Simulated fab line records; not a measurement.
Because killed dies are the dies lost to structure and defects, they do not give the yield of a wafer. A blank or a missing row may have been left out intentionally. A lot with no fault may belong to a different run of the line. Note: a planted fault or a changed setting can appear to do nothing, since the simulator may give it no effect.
Which tool did it? || flow n5_finfet || 33 wafers from 11 lots sampled at 5 of the route's 1938 steps

## WHAT THE GAUGES SHOWED, per wafer
The record lacks any reading of a measuring or inspecting step that a usual standard deviation could be used to judge.

## WHICH TOOL RAN EACH LOT (tool, then ch and the chambers of the sampled wafers, then the start)
{"lot": "L316", "N5_GATE_CUT_STRIP_29": "wet_bench-03 ch 3,4,5, day 4 12:42", "N5_MIM_TOP_ALD_02": "ald_hk-01 ch 0,3, day 13 12:39 or earlier", "N5_PASSIVATION_VIA_ETCH_13": "rie_diel-06 ch 1,2, day 13 12:39", "N5_PASSIVATION_DESCUM_46": "rie_diel-02 ch 0,3, day 13 16:16", "N5_PASSIVATION_PROBE_49": "-"}
{"lot": "L317", "N5_GATE_CUT_STRIP_29": "wet_bench-03 ch 1,2,3, day 4 20:24", "N5_MIM_TOP_ALD_02": "ald_hk-01 ch 1,3, day 14 23:16 or earlier", "N5_PASSIVATION_VIA_ETCH_13": "rie_diel-03 ch 2,3, day 14 23:16", "N5_PASSIVATION_DESCUM_46": "rie_diel-04 ch 0,3, day 15 02:37", "N5_PASSIVATION_PROBE_49": "-"}
{"lot": "L318", "N5_GATE_CUT_STRIP_29": "wet_bench-06 ch 5,6,7, day 4 23:12", "N5_MIM_TOP_ALD_02": "ald_hk-01 ch 1,2,3, day 15 04:19 or earlier", "N5_PASSIVATION_VIA_ETCH_13": "rie_diel-03 ch 0,2,3, day 15 04:19", "N5_PASSIVATION_DESCUM_46": "rie_diel-04 ch 0,1,3, day 15 07:47", "N5_PASSIVATION_PROBE_49": "-"}
{"lot": "L320", "N5_GATE_CUT_STRIP_29": "wet_bench-03 ch 0,6,7, day 5 13:17", "N5_MIM_TOP_ALD_02": "ald_hk-01 ch 1,2,3, day 15 20:53 or earlier", "N5_PASSIVATION_VIA_ETCH_13": "rie_diel-01 ch 1,2,3, day 15 20:53", "N5_PASSIVATION_DESCUM_46": "rie_diel-05 ch 0,2,3, day 16 00:41", "N5_PASSIVATION_PROBE_49": "prober-02, day 16 03:44"}
{"lot": "L321", "N5_GATE_CUT_STRIP_29": "wet_bench-05 ch 3,6,7, day 5 19:20", "N5_MIM_TOP_ALD_02": "ald_hk-03 ch 0,3, day 20 02:25 or earlier", "N5_PASSIVATION_VIA_ETCH_13": "rie_diel-06 ch 1,2, day 20 02:25", "N5_PASSIVATION_DESCUM_46": "rie_diel-05 ch 0,1, day 20 07:56", "N5_PASSIVATION_PROBE_49": "-"}
{"lot": "L322", "N5_GATE_CUT_STRIP_29": "wet_bench-03 ch 0,3,5, day 5 23:46", "N5_MIM_TOP_ALD_02": "ald_hk-01 ch 0,2,3, day 16 09:28 or earlier", "N5_PASSIVATION_VIA_ETCH_13": "rie_diel-01 ch 0,1, day 16 09:28", "N5_PASSIVATION_DESCUM_46": "rie_diel-05 ch 0,2, day 16 12:53", "N5_PASSIVATION_PROBE_49": "prober-02, day 16 16:20"}
{"lot": "L323", "N5_GATE_CUT_STRIP_29": "wet_bench-03 ch 4,5,6, day 6 08:04", "N5_MIM_TOP_ALD_02": "ald_hk-03 ch 1,2,3, day 16 10:05 or earlier", "N5_PASSIVATION_VIA_ETCH_13": "rie_diel-03 ch 0,1,3, day 16 10:05", "N5_PASSIVATION_DESCUM_46": "rie_diel-05 ch 0,2,3, day 16 13:59", "N5_PASSIVATION_PROBE_49": "prober-01, day 16 17:25"}
{"lot": "L332", "N5_GATE_CUT_STRIP_29": "wet_bench-06 ch 0,4,5, day 8 20:49", "N5_MIM_TOP_ALD_02": "ald_hk-01 ch 0,1,2, day 18 10:43 or earlier", "N5_PASSIVATION_VIA_ETCH_13": "rie_diel-01 ch 2,3, day 18 10:43", "N5_PASSIVATION_DESCUM_46": "rie_diel-05 ch 0,2,3, day 18 14:28", "N5_PASSIVATION_PROBE_49": "-"}
{"lot": "L334", "N5_GATE_CUT_STRIP_29": "wet_bench-03 ch 3,6,7, day 9 09:50", "N5_MIM_TOP_ALD_02": "ald_hk-03 ch 1,2,3, day 17 16:59 or earlier", "N5_PASSIVATION_VIA_ETCH_13": "rie_diel-03 ch 0,1,3, day 17 16:59", "N5_PASSIVATION_DESCUM_46": "rie_diel-05 ch 0,1,2, day 17 20:34", "N5_PASSIVATION_PROBE_49": "-"}
{"lot": "L337", "N5_GATE_CUT_STRIP_29": "wet_bench-03 ch 4,6,7, day 10 05:43", "N5_MIM_TOP_ALD_02": "ald_hk-02 ch 0,1,2, day 20 19:49 or earlier", "N5_PASSIVATION_VIA_ETCH_13": "rie_diel-03 ch 1,2, day 20 19:49", "N5_PASSIVATION_DESCUM_46": "rie_diel-02 ch 0,2,3, day 20 23:16", "N5_PASSIVATION_PROBE_49": "-"}
{"lot": "L336", "N5_GATE_CUT_STRIP_29": "wet_bench-03 ch 5,6,7, day 10 11:28", "N5_MIM_TOP_ALD_02": "ald_hk-01 ch 1,2,3, day 20 14:58 or earlier", "N5_PASSIVATION_VIA_ETCH_13": "rie_diel-06 ch 0,2, day 20 14:58", "N5_PASSIVATION_DESCUM_46": "rie_diel-02 ch 0,2,3, day 20 19:24", "N5_PASSIVATION_PROBE_49": "-"}
- N5_GATE_CUT_STRIP_29: strips in post etch residue remover, time 60 s.
- N5_MIM_TOP_ALD_02: deposits Al2O3, purge time 3 s, co reactant pulse time 3 s.
- N5_PASSIVATION_VIA_ETCH_13: etches SiO2 in CHF3/O2, target depth 660 nm, time 330 s.
- N5_PASSIVATION_DESCUM_46: chemistry O2, time 7.9 s.
- N5_PASSIVATION_PROBE_49

## WHAT THE TOOLS THEMSELVES READ (means of the sampled wafers that have a number; where no wafer has one, the mark that the record gives instead)
N5_MIM_TOP_ALD_02. Usual: precursor_pulse_height_rel reads 1.002 (standard deviation 0.02).
{"lot": "L316", "tool": "ald_hk-01", "precursor_pulse_height_rel": 1.012, "flag": ""}
{"lot": "L317", "tool": "ald_hk-01", "precursor_pulse_height_rel": 1.003, "flag": ""}
{"lot": "L318", "tool": "ald_hk-01", "precursor_pulse_height_rel": 1.031, "flag": ""}
{"lot": "L320", "tool": "ald_hk-01", "precursor_pulse_height_rel": 1.011, "flag": ""}
{"lot": "L321", "tool": "ald_hk-03", "precursor_pulse_height_rel": 0.989, "flag": ""}
{"lot": "L322", "tool": "ald_hk-01", "precursor_pulse_height_rel": 0.988, "flag": ""}
{"lot": "L323", "tool": "ald_hk-03", "precursor_pulse_height_rel": 1.003, "flag": ""}
{"lot": "L332", "tool": "ald_hk-01", "precursor_pulse_height_rel": 0.977, "flag": ""}
{"lot": "L334", "tool": "ald_hk-03", "precursor_pulse_height_rel": 1.004, "flag": ""}
{"lot": "L337", "tool": "ald_hk-02", "precursor_pulse_height_rel": 1.009, "flag": ""}
{"lot": "L336", "tool": "ald_hk-01", "precursor_pulse_height_rel": 0.998, "flag": ""}

N5_PASSIVATION_VIA_ETCH_13. Usual: value, then standard deviation, for each; bias_w 170.0 W / 0.48; drypump_motor_current_A 5.8 A / 0.56; etch_rf_on_time_s 236 s / 4.2; oes_product_au 0.70 a.u. / 0.069; rf_vpp_V 525 V / 5.6; showerhead_plenum_p_Torr 2.40 Torr / 0.074; throttle_valve_pct 18.97 % / 0.2.
{"lot": "L316", "tool": "rie_diel-06", "bias_w (W)": 170.3, "drypump_motor_current_A (A)": 5.6, "etch_rf_on_time_s (s)": 231, "oes_product_au (a.u.)": 0.78, "rf_vpp_V (V)": 526, "showerhead_plenum_p_Torr (Torr)": 2.40, "throttle_valve_pct (%)": 18.78, "flag": ""}
{"lot": "L317", "tool": "rie_diel-03", "bias_w (W)": 170.1, "drypump_motor_current_A (A)": 5.1, "etch_rf_on_time_s (s)": 237, "oes_product_au (a.u.)": 0.69, "rf_vpp_V (V)": 531, "showerhead_plenum_p_Torr (Torr)": 2.48, "throttle_valve_pct (%)": 19.02, "flag": ""}
{"lot": "L318", "tool": "rie_diel-03", "bias_w (W)": 170.0, "drypump_motor_current_A (A)": 5.3, "etch_rf_on_time_s (s)": 241, "oes_product_au (a.u.)": 0.67, "rf_vpp_V (V)": 528, "showerhead_plenum_p_Torr (Torr)": 2.44, "throttle_valve_pct (%)": 19.07, "flag": ""}
{"lot": "L320", "tool": "rie_diel-01", "bias_w (W)": 169.9, "drypump_motor_current_A (A)": 6.2, "etch_rf_on_time_s (s)": 234, "oes_product_au (a.u.)": 0.73, "rf_vpp_V (V)": 525, "showerhead_plenum_p_Torr (Torr)": 2.42, "throttle_valve_pct (%)": 19.01, "flag": ""}
{"lot": "L321", "tool": "rie_diel-06", "bias_w (W)": 169.9, "drypump_motor_current_A (A)": 5.6, "etch_rf_on_time_s (s)": 233, "oes_product_au (a.u.)": 0.72, "rf_vpp_V (V)": 525, "showerhead_plenum_p_Torr (Torr)": 2.39, "throttle_valve_pct (%)": 18.86, "flag": ""}
{"lot": "L322", "tool": "rie_diel-01", "bias_w (W)": 170.6, "drypump_motor_current_A (A)": 6.5, "etch_rf_on_time_s (s)": 235, "oes_product_au (a.u.)": 0.66, "rf_vpp_V (V)": 525, "showerhead_plenum_p_Torr (Torr)": 2.34, "throttle_valve_pct (%)": 19.18, "flag": ""}
{"lot": "L323", "tool": "rie_diel-03", "bias_w (W)": 170.4, "drypump_motor_current_A (A)": 5.7, "etch_rf_on_time_s (s)": 238, "oes_product_au (a.u.)": 0.67, "rf_vpp_V (V)": 522, "showerhead_plenum_p_Torr (Torr)": 2.36, "throttle_valve_pct (%)": 18.92, "flag": ""}
{"lot": "L332", "tool": "rie_diel-01", "bias_w (W)": 169.9, "drypump_motor_current_A (A)": 6.3, "etch_rf_on_time_s (s)": 235, "oes_product_au (a.u.)": 0.74, "rf_vpp_V (V)": 526, "showerhead_plenum_p_Torr (Torr)": 2.47, "throttle_valve_pct (%)": 19.10, "flag": ""}
{"lot": "L334", "tool": "rie_diel-03", "bias_w (W)": 169.4, "drypump_motor_current_A (A)": 5.7, "etch_rf_on_time_s (s)": 236, "oes_product_au (a.u.)": 0.75, "rf_vpp_V (V)": 522, "showerhead_plenum_p_Torr (Torr)": 2.36, "throttle_valve_pct (%)": 18.79, "flag": ""}
{"lot": "L337", "tool": "rie_diel-03", "bias_w (W)": 170.8, "drypump_motor_current_A (A)": 5.4, "etch_rf_on_time_s (s)": 238, "oes_product_au (a.u.)": 0.63, "rf_vpp_V (V)": 528, "showerhead_plenum_p_Torr (Torr)": 2.42, "throttle_valve_pct (%)": 18.96, "flag": ""}
{"lot": "L336", "tool": "rie_diel-06", "bias_w (W)": 169.6, "drypump_motor_current_A (A)": 6.4, "etch_rf_on_time_s (s)": 240, "oes_product_au (a.u.)": 0.68, "rf_vpp_V (V)": 520, "showerhead_plenum_p_Torr (Torr)": 2.34, "throttle_valve_pct (%)": 19.08, "flag": ""}

N5_PASSIVATION_DESCUM_46. Usual: drypump_motor_current_A 5.8 A, standard deviation 0.39; oes_product_au 0.82 a.u., standard deviation 0.11; rf_vpp_V 242.8 V, standard deviation 1.1; showerhead_plenum_p_Torr 2.08 Torr, standard deviation 0.04; throttle_valve_pct 20.29 %, standard deviation 0.23.
{"lot": "L316", "tool": "rie_diel-02", "drypump_motor_current_A (A)": 5.9, "oes_product_au (a.u.)": 0.89, "rf_vpp_V (V)": 243.6, "showerhead_plenum_p_Torr (Torr)": 2.12, "throttle_valve_pct (%)": 20.28, "flag": ""}
{"lot": "L317", "tool": "rie_diel-04", "drypump_motor_current_A (A)": 5.8, "oes_product_au (a.u.)": 0.90, "rf_vpp_V (V)": 243.5, "showerhead_plenum_p_Torr (Torr)": 2.08, "throttle_valve_pct (%)": 20.12, "flag": ""}
{"lot": "L318", "tool": "rie_diel-04", "drypump_motor_current_A (A)": 5.6, "oes_product_au (a.u.)": 0.91, "rf_vpp_V (V)": 243.8, "showerhead_plenum_p_Torr (Torr)": 2.10, "throttle_valve_pct (%)": 20.10, "flag": ""}
{"lot": "L320", "tool": "rie_diel-05", "drypump_motor_current_A (A)": 5.8, "oes_product_au (a.u.)": 0.78, "rf_vpp_V (V)": 243.9, "showerhead_plenum_p_Torr (Torr)": 2.10, "throttle_valve_pct (%)": 20.30, "flag": ""}
{"lot": "L321", "tool": "rie_diel-05", "drypump_motor_current_A (A)": 6.2, "oes_product_au (a.u.)": 0.69, "rf_vpp_V (V)": 242.6, "showerhead_plenum_p_Torr (Torr)": 2.04, "throttle_valve_pct (%)": 20.51, "flag": ""}
{"lot": "L322", "tool": "rie_diel-05", "drypump_motor_current_A (A)": 6.0, "oes_product_au (a.u.)": 0.78, "rf_vpp_V (V)": 243.0, "showerhead_plenum_p_Torr (Torr)": 2.07, "throttle_valve_pct (%)": 20.36, "flag": ""}
{"lot": "L323", "tool": "rie_diel-05", "drypump_motor_current_A (A)": 5.8, "oes_product_au (a.u.)": 0.78, "rf_vpp_V (V)": 242.8, "showerhead_plenum_p_Torr (Torr)": 2.09, "throttle_valve_pct (%)": 20.31, "flag": ""}
{"lot": "L332", "tool": "rie_diel-05", "drypump_motor_current_A (A)": 5.8, "oes_product_au (a.u.)": 0.86, "rf_vpp_V (V)": 243.4, "showerhead_plenum_p_Torr (Torr)": 2.09, "throttle_valve_pct (%)": 20.23, "flag": ""}
{"lot": "L334", "tool": "rie_diel-05", "drypump_motor_current_A (A)": 6.0, "oes_product_au (a.u.)": 0.79, "rf_vpp_V (V)": 242.4, "showerhead_plenum_p_Torr (Torr)": 2.05, "throttle_valve_pct (%)": 20.27, "flag": ""}
{"lot": "L337", "tool": "rie_diel-02", "drypump_motor_current_A (A)": 5.6, "oes_product_au (a.u.)": 0.84, "rf_vpp_V (V)": 243.2, "showerhead_plenum_p_Torr (Torr)": 2.09, "throttle_valve_pct (%)": 20.43, "flag": ""}
{"lot": "L336", "tool": "rie_diel-02", "drypump_motor_current_A (A)": 5.6, "oes_product_au (a.u.)": 0.86, "rf_vpp_V (V)": 243.0, "showerhead_plenum_p_Torr (Torr)": 2.09, "throttle_valve_pct (%)": 20.44, "flag": ""}

N5_PASSIVATION_PROBE_49. Usual: killed_at_M0_to_M3 37, standard deviation 12; killed_at_M4_up 15, standard deviation 5.6; killed_at_contacts 13, standard deviation 6.9; killed_at_front_end 40, standard deviation 11; killed_at_other 4, standard deviation 3.2; killed_dies 109, standard deviation 20; killed_on_rim 14, standard deviation 4.3; killed_open 73, standard deviation 15; killed_short 35, standard deviation 8.3.
{"lot": "L320", "tool": "prober-02", "killed_at_M0_to_M3": 26, "killed_at_M4_up": 9, "killed_at_contacts": 17, "killed_at_front_end": 145, "killed_at_other": 3, "killed_dies": 200, "killed_on_rim": 25, "killed_open": 60, "killed_short": 33, "flag": "OFF"}
{"lot": "L322", "tool": "prober-02", "killed_at_M0_to_M3": 32, "killed_at_M4_up": 11, "killed_at_contacts": 10, "killed_at_front_end": 167, "killed_at_other": 4, "killed_dies": 224, "killed_on_rim": 25, "killed_open": 73, "killed_short": 35, "flag": "OFF"}
{"lot": "L323", "tool": "prober-01", "killed_at_M0_to_M3": 36, "killed_at_M4_up": 13, "killed_at_contacts": 24, "killed_at_front_end": 126, "killed_at_other": 6, "killed_dies": 206, "killed_on_rim": 27, "killed_open": 82, "killed_short": 39, "flag": "OFF"}

## THE ANSWER, worked out from the rows above alone
Rule: a lot counts as off when the mean over its wafers that have a number is more than 3 standard deviations away from the usual mean. Also off: a lot with no number at a reading for which 4 or more lots have one. Where the step has rows for the other lots, those lots are counted as sound. The gauges are gone through in route order, then the tools' own readings, and for those a lot's mean is taken as printed above. The first step at which some lot is off is used, and at that step the reading that is off furthest; a lot without a number counts as furthest.
Off: L320, L322, L323, at N5_PASSIVATION_PROBE_49 (killed_at_front_end). Neither off nor sound, because the step has no rows for them: L316, L317, L318, L321, L332, L334, L337, L336.
A tool fits if, at that step or a process step before it, it ran every lot that is off, and no sound lot after the first of them. N5_MIM_TOP_ALD_02 gives no start for some lots, so the hours and the order of its lots are those of N5_PASSIVATION_VIA_ETCH_13. 2 tools fit, wet_bench-03 at N5_GATE_CUT_STRIP_29 and rie_diel-05 at N5_PASSIVATION_DESCUM_46, so this cannot tell which one it is.

## WHAT THE SIMULATOR PUT IN
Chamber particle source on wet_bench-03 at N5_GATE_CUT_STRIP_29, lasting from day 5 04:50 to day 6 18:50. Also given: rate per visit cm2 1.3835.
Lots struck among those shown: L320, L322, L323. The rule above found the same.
